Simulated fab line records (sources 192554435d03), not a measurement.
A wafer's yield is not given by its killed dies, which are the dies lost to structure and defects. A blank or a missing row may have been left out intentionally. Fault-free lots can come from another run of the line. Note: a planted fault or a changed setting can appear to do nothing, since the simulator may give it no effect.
fab line records    flow n5-finfet
[record] lots = 10  wafers = 30  last-day = 18
route steps=1938 shown BEOL_M12@1647 TV_OPEN@1889 PASSIVATION@1908
lots that met no fault: taken from a fault-free run of the same line
start-h: start of the lot's first displayed wafer, in hours after the record's first day    wait-h: hours since the lot's step before    " identical to the entry in the row above    L1.1+2: several wafers, shown together as one row    - no value present, or no start provided    * or withheld: withheld    < > ~ a bound
route shown NAME@n: a module of which the file shows steps, and the number in the route of the first    usual: mean/standard deviation of fault-free wafers    same: alike in all rows    chamber/n: place in a boat    sites: readings site by site    _std_site: how widely they spread, as a standard deviation    _edge_site: inner sites' mean taken away from outer sites' mean    radius-mm: for every site, how far away it sits from the centre of the wafer    mask NAME#n: copy n    behind: the last tool/chamber to shape the wafer    hold: why the lot was held/for how many hours/how that ended    device: which transistor (n, p or np) failed to switch    end of line: the tests these same wafers got at the end of their route    a step with no rows: only its recipe    killed: the dies lost at the first sort to structure and to defects; this is not the yield of the wafer    map: the dies of a wafer, with x for killed, . for not killed, _ for no die there
set.NAME: the setting that was run; set.NAME@STEP: the one run at that earlier step    model.NAME: the simulator's own value behind a step, which no gauge read
the route's steps for a sample of lots (tables are steps, rows are wafers)
services: a tool's chamber out of use, with start hour (start-h, from the record's first day; less than 0 if before it), hours out, and reason
[[steps]]
[step N5_BEOL_M12_PRE_CLEAN_42]
[recipe] gas = H2/He  time-s = 30  temp-c = 250
[usual] heater-power-w = 341/36
[same] time-s = 30
lot.wafer  tool            chamber  start-h  wait-h  heater-power-w
L149.2     pvd-sputter-03  -        271.53   0.0     383
L149.4     "               -        "        "       375
L149.5     "               -        "        "       284
L151.2     pvd-sputter-03  -        280.17   0.0     374
L151.3     "               -        "        "       366
L151.6     "               -        "        "       381
L150.2     pvd-sputter-01  -        288.32   0.0     326
L150.4     "               -        "        "       282
L150.6     "               -        "        "       284
L153.1     pvd-sputter-01  -        295.68   0.0     327
L153.4     "               -        "        "       282
L153.5     "               -        "        "       349
L155.3     pvd-sputter-02  -        304.62   0.0     359
L155.5     "               -        "        "       354
L155.6     "               -        "        "       309
L160.2     pvd-sputter-03  -        330.99   0.0     317
L160.5     "               -        "        "       379
L160.6     "               -        "        "       372
L161.4     pvd-sputter-03  -        355.67   0.0     317
L161.5     "               -        "        "       364
L161.6     "               -        "        "       378
L164.3     pvd-sputter-03  -        370.68   0.0     290
L164.4     "               -        "        "       316
L164.5     "               -        "        "       367
L167.3     pvd-sputter-01  -        371.09   0.0     330
L167.4     "               -        "        "       331
L167.6     "               -        "        "       290
L168.1     pvd-sputter-01  -        400.74   0.0     326
L168.2     "               -        "        "       340
L168.5     "               -        "        "       355
[step N5_PASSIVATION_STRIP_14]
[recipe] chemistry = O2  power-w = 600  temp-c = 60  pressure-mtorr = 30  rf-frequency-hz = 6e+07  bias-power-w = 0  overash-fraction = 0.5  o2-flow-sccm = 225
[usual] drypump-motor-current-A = 5.8/0.48  o2-flow-sccm = 225.1/0.67  oes-product-au = 0.76/0.075  rf-vpp-V = 3.6/0.92  showerhead-plenum-p-Torr = 2.10/0.066  throttle-valve-pct = 16.75/0.25
[same] bias-power-w = 0
lot.wafer  tool         chamber  start-h  wait-h  drypump-motor-current-A  o2-flow-sccm  oes-product-au  rf-hours-counter-h  rf-vpp-V  showerhead-plenum-p-Torr  throttle-valve-pct
L149.2     rie-diel-03  0        304.60   0.1     5.5                      224.5         0.85            46                  3.9       2.13                      16.55
L149.4     "            2        "        "       5.1                      224.8         0.76            121                 2.3       2.13                      16.74
L149.5     "            3        "        "       4.7                      225.1         0.74            -                   2.8       2.01                      16.77
L151.2     rie-diel-03  2        317.09   0.1     5.1                      225.1         0.76            124                 2.9       2.13                      16.74
L151.3     "            1        "        "       5.0                      225.1         0.80            132                 2.1       2.02                      16.95
L151.6     "            1        "        "       5.0                      224.6         0.79            -                   4.1       2.02                      16.99
L150.2     rie-diel-06  0        330.83   0.1     6.6                      226.2         0.84            80                  4.4       2.12                      16.13
L150.4     "            3        "        "       6.0                      225.5         0.72            192                 3.0       2.10                      16.78
L150.6     "            3        "        "       6.0                      225.3         0.72            -                   4.3       2.10                      16.76
L153.1     rie-diel-01  3        335.84   0.1     6.3                      225.4         0.82            90                  3.8       2.04                      16.49
L153.4     "            2        "        "       5.8                      225.6         0.73            149                 4.5       2.20                      16.85
L153.5     "            0        "        "       6.0                      224.4         0.68            -                   5.0       2.10                      17.08
L155.3     rie-diel-03  0        336.02   0.1     5.5                      225.6         0.85            54                  2.5       2.13                      16.55
L155.5     "            0        "        "       5.5                      225.2         0.86            -                   5.0       2.13                      16.53
L155.6     "            3        "        "       4.7                      225.1         0.74            -                   3.7       2.01                      16.81
L160.2     rie-diel-03  2        370.26   0.1     5.1                      224.9         0.75            137                 3.5       2.12                      16.75
L160.5     "            2        "        "       5.1                      225.1         0.74            -                   4.1       2.12                      16.81
L160.6     "            1        "        "       5.0                      224.3         0.79            -                   4.9       2.01                      17.01
L161.4     rie-diel-03  3        382.50   0.1     4.7                      225.9         0.71            182                 3.9       2.01                      16.85
L161.5     "            1        "        "       5.0                      226.1         0.78            -                   3.1       2.01                      16.95
L161.6     "            2        "        "       5.1                      224.7         0.74            -                   2.2       2.12                      16.76
L164.3     rie-diel-01  2        405.74   0.1     5.8                      225.1         0.73            176                 3.4       2.19                      16.92
L164.4     "            2        "        "       5.9                      224.9         0.73            -                   3.5       2.19                      16.92
L164.5     "            0        "        "       6.0                      225.7         0.66            -                   3.0       2.09                      17.13
L167.3     rie-diel-06  2        411.59   0.1     6.0                      225.5         0.70            230                 4.1       2.14                      16.70
L167.4     "            3        "        "       6.0                      224.8         0.68            217                 2.7       2.09                      16.79
L167.6     "            3        "        "       6.0                      225.6         0.69            -                   3.4       2.09                      16.83
L168.1     rie-diel-01  1        432.05   0.1     5.8                      225.0         0.95            10                  3.7       2.25                      16.54
L168.2     "            2        "        "       5.8                      225.6         0.71            193                 3.4       2.18                      16.92
L168.5     "            3        "        "       6.3                      224.3         0.75            -                   4.9       2.02                      16.53
[step N5_PASSIVATION_DESCUM_32]
[recipe] chemistry = O2  time-s = 7.9  source-power-w = 50  bias-power-w = 20  pressure-mtorr = 20  rf-frequency-hz = 2.712e+07  temp-c = 40  o2-flow-sccm = 225
[usual] bias-power-w = 20.00/0.059  drypump-motor-current-A = 5.8/0.45  o2-flow-sccm = 224.9/0.63  oes-product-au = 0.85/0.094  rf-vpp-V = 243.6/1.3  showerhead-plenum-p-Torr = 2.13/0.08  throttle-valve-pct = 20.33/0.26
[same] time-s = 7.9
lot.wafer  tool         chamber  start-h  wait-h  bias-power-w  drypump-motor-current-A  o2-flow-sccm  oes-product-au  rf-hours-counter-h  rf-vpp-V  showerhead-plenum-p-Torr  throttle-valve-pct
L149.2     rie-diel-02  1        306.54   0.1     20.04         5.8                      225.2         0.68            248                 244.1     2.15                      20.70
L149.4     "            1        "        "       20.03         5.8                      224.3         0.68            -                   242.7     2.15                      20.72
L149.5     "            3        "        "       20.08         4.9                      224.3         1.01            -                   244.2     2.04                      19.94
L151.2     rie-diel-05  2        318.55   0.0     19.96         5.5                      225.4         0.70            247                 244.0     2.17                      20.52
L151.3     "            3        "        "       20.02         6.1                      225.8         0.71            215                 243.2     2.06                      20.52
L151.6     "            3        "        "       19.96         6.1                      224.0         0.71            -                   242.6     2.06                      20.51
L150.2     rie-diel-05  1        332.66   0.5     20.09         6.5                      224.8         0.90            29                  243.6     2.21                      20.30
L150.4     "            1        "        "       20.09         6.5                      224.6         0.89            -                   244.2     2.21                      20.29
L150.6     "            0        "        "       19.96         5.6                      224.2         0.96            -                   243.2     2.07                      20.56
L153.1     rie-diel-05  1        348.27   11.2    19.99         6.5                      224.0         0.91            29                  245.0     2.21                      20.30
L153.4     "            0        "        "       20.03         5.6                      224.8         0.98            5                   243.5     2.07                      20.55
L153.5     "            2        "        "       19.97         5.5                      225.2         1.01            -                   244.9     2.17                      20.04
L155.3     rie-diel-02  3        348.75   11.3    19.99         4.9                      226.3         0.93            25                  240.9     2.03                      19.97
L155.5     "            2        "        "       19.95         6.4                      224.9         0.77            -                   244.2     2.21                      20.55
L155.6     "            0        "        "       20.05         5.8                      225.4         0.87            -                   244.6     2.22                      20.17
L160.2     rie-diel-02  1        371.53   0.0     20.07         5.8                      224.6         0.94            8                   244.2     2.14                      20.28
L160.5     "            3        "        "       20.02         4.9                      224.5         0.90            -                   241.6     2.03                      19.99
L160.6     "            2        "        "       20.02         6.4                      224.8         0.76            -                   243.6     2.20                      20.55
L161.4     rie-diel-05  1        383.70   0.0     19.95         6.5                      225.8         0.87            43                  245.9     2.20                      20.30
L161.5     "            3        "        "       19.95         6.1                      224.1         0.70            -                   241.8     2.05                      20.56
L161.6     "            0        "        "       19.95         5.6                      225.1         0.93            -                   241.8     2.06                      20.57
L164.3     rie-diel-05  0        407.05   0.0     20.05         5.6                      225.0         0.91            26                  241.5     2.06                      20.58
L164.4     "            1        "        "       19.95         6.5                      225.4         0.86            53                  245.9     2.20                      20.34
L164.5     "            3        "        "       19.84         6.1                      223.8         0.68            -                   241.4     2.05                      20.58
L167.3     rie-diel-02  0        413.28   0.0     20.03         5.8                      224.2         0.83            77                  245.4     2.21                      20.21
L167.4     "            0        "        "       20.01         5.8                      225.4         0.83            -                   245.4     2.21                      20.21
L167.6     "            2        "        "       19.92         6.4                      224.9         0.74            -                   243.5     2.20                      20.59
L168.1     rie-diel-04  0        433.53   0.0     20.14         5.6                      224.2         0.71            175                 241.8     2.00                      20.22
L168.2     "            3        "        "       19.96         5.7                      224.7         0.87            43                  245.0     2.14                      20.73
L168.5     "            0        "        "       20.12         5.6                      223.4         0.72            -                   241.3     2.00                      20.24
[step N5_PASSIVATION_PASS_ETCH_47]
[recipe] chemistry = CF4/O2  target = SiNx  target-depth-a = 7700  time-s = 385  ion-energy-ev = 100  pressure-mtorr = 40  source-w = 535  bias-w = 49  Ar_flow_sccm = 100  cf4-flow-sccm = 100  O2_flow_sccm = 10
[usual] drypump-motor-current-A = 5.8/0.45  oes_f_703_au = 0.84/0.082  oes-product-au = 0.85/0.086  rf-vpp-V = 244/3.8  showerhead-plenum-p-Torr = 2.24/0.072  throttle-valve-pct = 15.74/0.23
[same] time-s = 385
lot.wafer  tool         chamber  start-h  wait-h  drypump-motor-current-A  oes_f_703_au  oes-product-au  rf-hours-counter-h  rf-vpp-V  showerhead-plenum-p-Torr  throttle-valve-pct
L149.2     rie-diel-05  2        308.71   0.0     5.5                      0.70          0.70            242                 241       2.26                      15.84
L149.4     "            3        "        "       6.1                      0.72          0.71            -                   242       2.19                      16.08
L149.5     "            2        "        "       5.6                      0.71          0.71            -                   242       2.26                      15.83
L151.2     rie-diel-05  3        320.33   0.0     6.1                      0.72          0.71            216                 240       2.18                      16.11
L151.3     "            1        "        "       6.5                      0.86          0.89            22                  244       2.34                      15.72
L151.6     "            2        "        "       5.5                      0.70          0.70            -                   241       2.26                      15.85
L150.2     rie-diel-02  3        344.31   0.0     4.9                      0.92          0.92            22                  249       2.16                      15.57
L150.4     "            3        "        "       4.9                      0.91          0.92            -                   249       2.16                      15.57
L150.6     "            3        "        "       4.9                      0.91          0.93            -                   248       2.16                      15.57
L153.1     rie-diel-04  2        353.02   0.0     6.1                      0.71          0.70            248                 237       2.08                      15.86
L153.4     "            1        "        "       5.3                      0.89          0.92            8                   243       2.27                      15.97
L153.5     "            0        "        "       5.6                      0.72          0.74            -                   233       2.13                      15.69
L155.3     rie-diel-05  0        353.77   0.0     5.6                      0.94          0.96            7                   247       2.17                      15.86
L155.5     "            3        "        "       6.1                      0.71          0.71            -                   240       2.18                      16.11
L155.6     "            2        "        "       5.5                      0.96          0.96            -                   242       2.25                      15.34
L160.2     rie-diel-04  3        373.42   0.0     5.7                      0.90          0.90            22                  241       2.25                      15.99
L160.5     "            1        "        "       5.3                      0.88          0.90            -                   244       2.26                      15.99
L160.6     "            2        "        "       6.0                      0.99          0.99            -                   240       2.34                      15.35
L161.4     rie-diel-02  3        385.93   0.1     4.9                      0.88          0.87            -                   247       2.15                      15.61
L161.5     "            2        "        "       6.4                      0.77          0.76            -                   249       2.30                      15.93
L161.6     "            0        "        "       5.8                      0.82          0.83            -                   247       2.32                      15.52
L164.3     rie-diel-05  1        409.07   0.0     6.5                      0.82          0.85            54                  246       2.33                      15.79
L164.4     "            3        "        "       6.1                      0.70          0.69            249                 240       2.17                      16.16
L164.5     "            1        "        "       6.5                      0.82          0.85            -                   245       2.33                      15.78
L167.3     rie-diel-02  0        415.55   0.0     5.8                      0.79          0.83            78                  246       2.32                      15.57
L167.4     "            1        "        "       5.8                      0.88          0.91            -                   241       2.24                      15.67
L167.6     "            0        "        "       5.8                      0.79          0.82            -                   247       2.32                      15.57
L168.1     rie-diel-04  2        435.47   0.0     6.0                      0.91          0.90            24                  240       2.33                      15.40
L168.2     "            3        "        "       5.8                      0.85          0.86            44                  240       2.24                      16.01
L168.5     "            1        "        "       5.3                      0.82          0.85            -                   244       2.26                      16.02
[step N5_PASSIVATION_PROBE_49]
[usual] defect-limited-yield = 91.6/1.4  killed_at_M0_to_M3 = 35/10  killed_at_M4_up = 13/4.8  killed-at-contacts = 12/7.2  killed-at-front-end = 36/12  killed-at-other = 4/3.1  killed-dies = 100/17  killed-open = 66/13  killed-short = 32/7.3  sort_bin_4_leakage = 0.00/0.0099  sort_bin_5_function = 5.0/0.94  sort_bin_6_memory = 3.1/0.67  sort-n-pass = 1080/17  sort-yield-pct = 91.6/1.4
[same] gross-dies = 1180  killed-at-back-side = 0  sort_bin_8_speed[%] = 0
lot.wafer  tool       chamber  start-h  wait-h  defect-limited-yield[%]  killed_at_M0_to_M3  killed_at_M4_up  killed-at-contacts  killed-at-front-end  killed-at-other  killed-dies  killed-open  killed-short  sort_bin_4_leakage[%]  sort_bin_5_function[%]  sort_bin_6_memory[%]  sort-n-pass  sort-yield-pct[%]
L149.2     prober-02  -        311.78   0.1     91.5                     43                  11               20                  24                   2                100          64           36            0                      4.5                     3.4                   1080         91.5
L149.4     prober-02  -        311.88   0.2     90.9                     47                  14               8                   35                   3                107          69           38            0.08                   5.3                     3.7                   1072         90.8
L149.5     prober-02  -        311.93   0.2     89.5                     60                  16               15                  31                   2                124          69           51            0                      6.3                     3.7                   1056         89.5
L151.2     prober-02  -        323.42   0.1     89.7                     52                  14               11                  42                   2                121          90           30            0                      6.8                     3.2                   1059         89.7
L151.3     prober-02  -        323.47   0.1     89.9                     59                  7                10                  41                   2                119          78           40            0                      6.4                     3.3                   1061         89.9
L151.6     prober-02  -        323.62   0.3     91.1                     38                  12               13                  39                   3                105          71           33            0                      5.5                     3.1                   1075         91.1
L150.2     prober-01  -        347.66   0.1     92.7                     40                  7                12                  25                   2                86           55           30            0                      4.6                     2.4                   1094         92.7
L150.4     prober-01  -        347.76   0.2     92.7                     28                  12               9                   33                   4                86           55           31            0                      4.7                     2.5                   1094         92.7
L150.6     prober-01  -        347.86   0.3     90.3                     46                  14               4                   49                   2                115          79           35            0                      5.8                     3.8                   1065         90.3
L153.1     prober-02  -        356.02   0.0     93.2                     34                  6                17                  18                   5                80           43           36            0                      4.2                     2.4                   1100         93.2
L153.4     prober-02  -        356.17   0.2     90.9                     38                  14               24                  24                   7                107          64           43            0                      5.2                     3.2                   1073         90.9
L153.5     prober-02  -        356.22   0.2     89.7                     38                  11               35                  31                   6                121          82           38            0                      5.7                     4.3                   1059         89.7
L155.3     prober-01  -        356.88   0.1     89.7                     32                  8                16                  65                   0                121          83           37            0                      5.8                     4.0                   1059         89.7
L155.5     prober-01  -        356.98   0.2     91.5                     20                  17               20                  39                   4                100          76           24            0                      5.1                     3.0                   1080         91.5
L155.6     prober-01  -        357.03   0.3     91.8                     33                  19               8                   31                   6                97           68           29            0                      5.7                     2.5                   1083         91.8
L160.2     prober-02  -        377.10   0.4     91.6                     46                  14               7                   26                   6                99           62           36            0                      5.0                     3.2                   1081         91.6
L160.5     prober-02  -        377.25   0.5     91.5                     42                  15               4                   38                   1                100          59           40            0                      5.3                     2.6                   1080         91.5
L160.6     prober-02  -        377.30   0.6     92.6                     42                  9                4                   28                   4                87           61           26            0                      4.2                     3.1                   1093         92.6
L161.4     prober-01  -        389.16   0.2     84.6                     25                  108              13                  30                   6                182          49           32            0                      10.0                    3.7                   998          84.6
L161.5     prober-01  -        389.21   0.2     87.5                     47                  63               7                   23                   7                147          68           32            0                      7.6                     3.9                   1033         87.5
L161.6     prober-01  -        389.26   0.3     83.3                     29                  118              7                   38                   5                197          62           31            0                      11.2                    4.0                   983          83.3
L164.3     prober-01  -        412.19   0.1     88.6                     17                  64               12                  38                   3                134          56           24            0                      7.3                     3.1                   1046         88.6
L164.4     prober-01  -        412.24   0.2     84.8                     30                  96               16                  34                   3                179          53           37            0                      10.0                    4.6                   1001         84.8
L164.5     prober-01  -        412.29   0.2     90.5                     36                  51               5                   20                   0                112          41           28            0                      5.0                     3.1                   1068         90.5
L167.3     prober-01  -        418.66   0.1     92.1                     41                  16               5                   29                   2                93           65           28            0                      4.7                     3.0                   1087         92.1
L167.4     prober-01  -        418.71   0.2     91.9                     32                  15               8                   38                   3                96           61           34            0                      5.0                     2.7                   1084         91.9
L167.6     prober-01  -        418.81   0.3     92.9                     28                  14               6                   34                   2                84           56           28            0                      3.7                     3.1                   1096         92.9
L168.1     prober-02  -        438.54   0.0     94.6                     23                  9                6                   25                   1                64           44           20            0                      3.0                     1.9                   1116         94.6
L168.2     prober-02  -        438.59   0.1     93.5                     35                  10               11                  19                   2                77           49           28            0                      3.4                     2.6                   1103         93.5
L168.5     prober-02  -        438.74   0.2     92.8                     38                  9                5                   31                   2                85           56           29            0                      3.4                     3.6                   1095         92.8
// killed by level:class
L149.2 MOL_CONTACT_COAG:geometric-particle:open=15 BEOL_M0_SAQP:geometric-particle:short=10 BEOL_M0_SAQP:geometric-particle:open=7 BEOL_M1:geometric-particle:open=7 BEOL_M2:geometric-particle:short=6 MOL_CONTACT_COAG:geometric-particle:short=5 BEOL_M3:geometric-particle:open=5 STARTING-WAFER:geometric-particle:open=5
L149.4 BEOL_M0_SAQP:geometric-particle:open=10 BEOL_M0_SAQP:geometric-particle:short=10 BEOL_M1:geometric-particle:open=9 FIN_SAQP:geometric-particle:open=8 MOL_CONTACT_COAG:geometric-particle:open=8 BEOL_M4:geometric-particle:open=7 FIN_SAQP:geometric-particle:short=6 BEOL_M2:geometric-particle:open=6
L149.5 FIN_SAQP:geometric-particle:short=18 BEOL_M2:geometric-particle:open=14 BEOL_M0_SAQP:geometric-particle:short=13 MOL_CONTACT_COAG:geometric-particle:open=13 BEOL_M3:geometric-particle:open=10 BEOL_M0_SAQP:geometric-particle:open=8 BEOL_M2:geometric-particle:short=7 FIN_SAQP:geometric-particle:open=5
L151.2 BEOL_M3:geometric-particle:open=17 BEOL_M2:geometric-particle:open=13 FIN_SAQP:geometric-particle:open=10 MOL_CONTACT_COAG:geometric-particle:open=8 DUMMY_GATE:geometric-particle:open=6 BEOL_M1:geometric-particle:open=6 BEOL_M4:geometric-particle:open=5 BEOL_M6:geometric-particle:open=5
L151.3 BEOL_M3:geometric-particle:open=17 BEOL_M1:geometric-particle:open=14 FIN_SAQP:geometric-particle:open=8 BEOL_M2:geometric-particle:open=8 STI_FIN_REVEAL:geometric-particle:open=7 GATE_CUT:geometric-particle:short=7 MOL_CONTACT_COAG:geometric-particle:open=7 BEOL_M3:geometric-particle:short=5
L151.6 FIN_SAQP:geometric-particle:open=14 MOL_CONTACT_COAG:geometric-particle:open=9 FIN_SAQP:geometric-particle:short=7 BEOL_M4:geometric-particle:open=7 BEOL_M1:geometric-particle:open=6 BEOL_M2:geometric-particle:open=6 BEOL_M0_SAQP:geometric-particle:open=5 BEOL_M0_SAQP:geometric-particle:short=5
L150.2 BEOL_M3:geometric-particle:open=12 BEOL_M2:geometric-particle:open=9 BEOL_M0_SAQP:geometric-particle:short=8 MOL_CONTACT_COAG:geometric-particle:open=7 GATE_CUT:geometric-particle:short=6 FIN_SAQP:geometric-particle:open=5 MOL_CONTACT_COAG:geometric-particle:short=5 BEOL_M0:geometric-particle:open=4
L150.4 STI_FIN_REVEAL:geometric-particle:open=13 BEOL_M2:geometric-particle:open=9 MOL_CONTACT_COAG:geometric-particle:open=7 BEOL_M0_SAQP:geometric-particle:open=6 FIN_SAQP:geometric-particle:short=3 BEOL_M0_SAQP:geometric-particle:short=3 BEOL_M4:geometric-particle:open=3 BEOL_M1:geometric-particle:short=3
L150.6 BEOL_M0_SAQP:geometric-particle:open=15 GATE_CUT:geometric-particle:short=11 BEOL_M5:geometric-particle:open=10 BEOL_M3:geometric-particle:open=9 BEOL_M0_SAQP:geometric-particle:short=8 STI_FIN_REVEAL:geometric-particle:open=7 BEOL_M2:geometric-particle:open=7 FIN_SAQP:geometric-particle:open=5
L153.1 MOL_CONTACT_COAG:geometric-particle:open=12 BEOL_M0_SAQP:geometric-particle:open=9 BEOL_M0_SAQP:geometric-particle:short=9 BEOL_M2:geometric-particle:open=6 MOL_CONTACT_COAG:geometric-particle:short=5 BEOL_M2:geometric-particle:short=5 STI_FIN_REVEAL:geometric-particle:open=4 MIM_TOP:geometric-particle:short=4
L153.4 MOL_CONTACT_COAG:geometric-particle:open=17 BEOL_M0_SAQP:geometric-particle:open=13 BEOL_M0_SAQP:geometric-particle:short=9 BEOL_M2:geometric-particle:open=9 MOL_CONTACT_COAG:geometric-particle:short=7 STARTING-WAFER:geometric-particle:short=6 FIN_SAQP:geometric-particle:open=5 BEOL_M5:geometric-particle:short=5
L153.5 MOL_CONTACT_COAG:geometric-particle:open=25 STI_FIN_REVEAL:geometric-particle:open=19 BEOL_M0_SAQP:geometric-particle:open=11 MOL_CONTACT_COAG:geometric-particle:short=10 BEOL_M0_SAQP:geometric-particle:short=9 BEOL_M2:geometric-particle:open=7 BEOL_M1:geometric-particle:open=4 BEOL_M5:geometric-particle:open=4
L155.3 STI_FIN_REVEAL:geometric-particle:open=25 MOL_CONTACT_COAG:geometric-particle:open=13 FIN_SAQP:geometric-particle:open=12 BEOL_M0_SAQP:geometric-particle:short=9 BEOL_M0_SAQP:geometric-particle:open=8 BEOL_M3:geometric-particle:open=6 BEOL_M3:geometric-particle:short=6 STARTING-WAFER:geometric-particle:short=5
L155.5 MOL_CONTACT_COAG:geometric-particle:open=16 STI_FIN_REVEAL:geometric-particle:open=13 BEOL_M4:geometric-particle:open=11 FIN_SAQP:geometric-particle:open=7 FIN_SAQP:geometric-particle:short=6 BEOL_M0_SAQP:geometric-particle:open=6 BEOL_M0_SAQP:geometric-particle:short=5 MOL_CONTACT_COAG:geometric-particle:short=4
L155.6 STI_FIN_REVEAL:geometric-particle:open=10 BEOL_M0_SAQP:geometric-particle:short=10 BEOL_M4:geometric-particle:open=10 BEOL_M0_SAQP:geometric-particle:open=9 MOL_CONTACT_COAG:geometric-particle:open=7 FIN_SAQP:geometric-particle:open=5 BEOL_M3:geometric-particle:open=5 ILD0:geometric-particle:short=4
L160.2 BEOL_M3:geometric-particle:open=14 BEOL_M0_SAQP:geometric-particle:short=13 BEOL_M0_SAQP:geometric-particle:open=10 BEOL_M4:geometric-particle:open=8 FIN_SAQP:geometric-particle:short=7 MOL_CONTACT_COAG:geometric-particle:open=6 FIN_SAQP:geometric-particle:open=5 BEOL_M3:geometric-particle:short=3
L160.5 BEOL_M0_SAQP:geometric-particle:short=13 FIN_SAQP:geometric-particle:short=10 BEOL_M4:geometric-particle:open=9 BEOL_M0_SAQP:geometric-particle:open=7 BEOL_M2:geometric-particle:open=7 FIN_SAQP:geometric-particle:open=6 BEOL_M0:geometric-particle:open=5 STARTING-WAFER:geometric-particle:open=5
L160.6 BEOL_M2:geometric-particle:open=19 ILD0:geometric-particle:short=6 BEOL_M0:geometric-particle:open=6 BEOL_M3:geometric-particle:open=6 DUMMY_GATE:geometric-particle:open=5 BEOL_M0_SAQP:geometric-particle:short=4 FIN_SAQP:geometric-particle:open=3 BEOL_M7:geometric-particle:open=3
L161.4 BEOL_M12:unspecified=101 MOL_CONTACT_COAG:geometric-particle:open=10 BEOL_M0_SAQP:geometric-particle:short=8 GATE_CUT:geometric-particle:open=7 BEOL_M1:geometric-particle:open=6 FIN_SAQP:geometric-particle:short=5 FIN_SAQP:geometric-particle:open=4 BEOL_M0_SAQP:geometric-particle:open=4
L161.5 BEOL_M12:unspecified=45 BEOL_M0_SAQP:geometric-particle:open=14 BEOL_M0_SAQP:geometric-particle:short=10 BEOL_M1:geometric-particle:open=8 FIN_SAQP:geometric-particle:short=7 MOL_CONTACT_COAG:geometric-particle:open=6 STI_FIN_REVEAL:geometric-particle:open=5 BEOL_M2:geometric-particle:open=5
L161.6 BEOL_M12:unspecified=104 FIN_SAQP:geometric-particle:open=9 BEOL_M0:geometric-particle:open=7 BEOL_M1:geometric-particle:open=7 MOL_CONTACT_COAG:geometric-particle:open=6 GATE_CUT:geometric-particle:open=5 FIN_SAQP:geometric-particle:short=4 STI_FIN_REVEAL:geometric-particle:open=4
L164.3 BEOL_M12:unspecified=54 STI_FIN_REVEAL:geometric-particle:open=13 MOL_CONTACT_COAG:geometric-particle:open=8 BEOL_M0_SAQP:geometric-particle:short=5 GATE_CUT:geometric-particle:short=4 MOL_CONTACT_COAG:geometric-particle:short=4 BEOL_M0_SAQP:geometric-particle:open=4 BEOL_M3:geometric-particle:open=4
L164.4 BEOL_M12:unspecified=89 STI_FIN_REVEAL:geometric-particle:open=13 MOL_CONTACT_COAG:geometric-particle:open=12 FIN_SAQP:geometric-particle:short=10 BEOL_M0_SAQP:geometric-particle:short=7 BEOL_M0_SAQP:geometric-particle:open=7 GATE_CUT:geometric-particle:short=4 MOL_CONTACT_COAG:geometric-particle:short=4
L164.5 BEOL_M12:unspecified=43 BEOL_M0_SAQP:geometric-particle:open=18 BEOL_M0_SAQP:geometric-particle:short=9 FIN_SAQP:geometric-particle:short=5 BEOL_M4:geometric-particle:open=5 STARTING-WAFER:geometric-particle:short=4 BEOL_M2:geometric-particle:open=4 DUMMY_GATE:geometric-particle:open=3
L167.3 BEOL_M0_SAQP:geometric-particle:open=12 BEOL_M4:geometric-particle:open=9 GATE_CUT:geometric-particle:short=7 BEOL_M0_SAQP:geometric-particle:short=7 BEOL_M1:geometric-particle:open=7 BEOL_M2:geometric-particle:open=6 STI_FIN_REVEAL:geometric-particle:open=5 BEOL_M2:geometric-particle:short=5
L167.4 BEOL_M0_SAQP:geometric-particle:open=8 BEOL_M4:geometric-particle:open=8 FIN_SAQP:geometric-particle:open=7 FIN_SAQP:geometric-particle:short=6 GATE_CUT:geometric-particle:short=6 BEOL_M0_SAQP:geometric-particle:short=5 MOL_CONTACT_COAG:geometric-particle:open=5 BEOL_M2:geometric-particle:open=5
L167.6 STI_FIN_REVEAL:geometric-particle:open=12 BEOL_M1:geometric-particle:open=9 BEOL_M2:geometric-particle:open=7 BEOL_M4:geometric-particle:open=7 MOL_CONTACT_COAG:geometric-particle:open=5 STARTING-WAFER:geometric-particle:short=5 BEOL_M0_SAQP:geometric-particle:short=4 BEOL_M1:geometric-particle:short=4
L168.1 FIN_SAQP:geometric-particle:open=7 FIN_SAQP:geometric-particle:short=6 BEOL_M1:geometric-particle:open=6 MOL_CONTACT_COAG:geometric-particle:open=5 BEOL_M0_SAQP:geometric-particle:open=5 BEOL_M0_SAQP:geometric-particle:short=4 BEOL_M3:geometric-particle:open=3 BEOL_M7:geometric-particle:open=3
L168.2 BEOL_M0_SAQP:geometric-particle:open=11 MOL_CONTACT_COAG:geometric-particle:open=9 FIN_SAQP:geometric-particle:short=5 BEOL_M0_SAQP:geometric-particle:short=5 BEOL_M3:geometric-particle:open=5 BEOL_M2:geometric-particle:open=4 BEOL_M5:geometric-particle:open=4 FIN_SAQP:geometric-particle:open=3
L168.5 BEOL_M0_SAQP:geometric-particle:open=12 BEOL_M2:geometric-particle:open=8 FIN_SAQP:geometric-particle:short=8 BEOL_M0_SAQP:geometric-particle:short=7 FIN_SAQP:geometric-particle:open=4 DUMMY_GATE:geometric-particle:open=4 BEOL_M1:geometric-particle:open=4 BEOL_M5:geometric-particle:open=4
[[services]]
tool            chamber  start-h  hours  kind
rie-diel-03     2        257.70   2.6    repair
rie-diel-02     -        268.92   2.8    pm
pvd-sputter-01  -        272.01   0.5    repair
rie-diel-03     -        281.46   14.6   pm
rie-diel-05     2        293.30   10.5   repair
rie-diel-05     -        300.33   0.8    repair
rie-diel-02     0        304.01   13.7   repair
rie-diel-05     0        304.85   -      clean
rie-diel-05     0        304.85   -      consumable-replace:focus-ring
rie-diel-04     -        328.22   20.3   repair
rie-diel-02     2        329.23   17.8   repair
rie-diel-05     -        333.67   14.6   pm
rie-diel-03     0        348.81   7.2    repair
rie-diel-05     0        359.71   4.8    repair
rie-diel-04     3        360.47   4.1    repair
pvd-sputter-02  -        375.57   6.0    repair
rie-diel-02     1        377.18   19.5   repair
pvd-sputter-03  -        378.12   2.5    repair
rie-diel-06     3        390.17   4.9    repair
rie-diel-04     1        399.45   5.4    repair
rie-diel-02     3        410.07   7.9    repair
rie-diel-01     0        412.31   8.5    repair
pvd-sputter-01  -        414.55   1.5    repair
rie-diel-05     0        420.52   6.9    repair
[[key]]
[first-sign] step = N5_PASSIVATION_PROBE_49  reading = killed_at_M4_up  direction = up  sigmas = 15  usual = 13  struck = 83
[effect] step = N5_PASSIVATION_PROBE_49  reading = defect-limited-yield  direction = down  sigmas = 3.5  usual = 91.6  struck = 86.6
[more-kills-born-at] N5_BEOL_M12_PRE_CLEAN_42@pvd-sputter-03 = 436
met-at N5_BEOL_M12_PRE_CLEAN_42
struck-lots L161,L164
not-acting-at N5_PASSIVATION_STRIP_14,N5_PASSIVATION_DESCUM_32,N5_PASSIVATION_PASS_ETCH_47
onset-between 330.99 355.67
[fault] kind = chamber-particle-source  tool = pvd-sputter-03  chamber = -  onset-h = 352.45  steps = N5_BEOL_M12_PRE_CLEAN_42  rate-per-visit-cm2 = 0.4463  end-h = 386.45
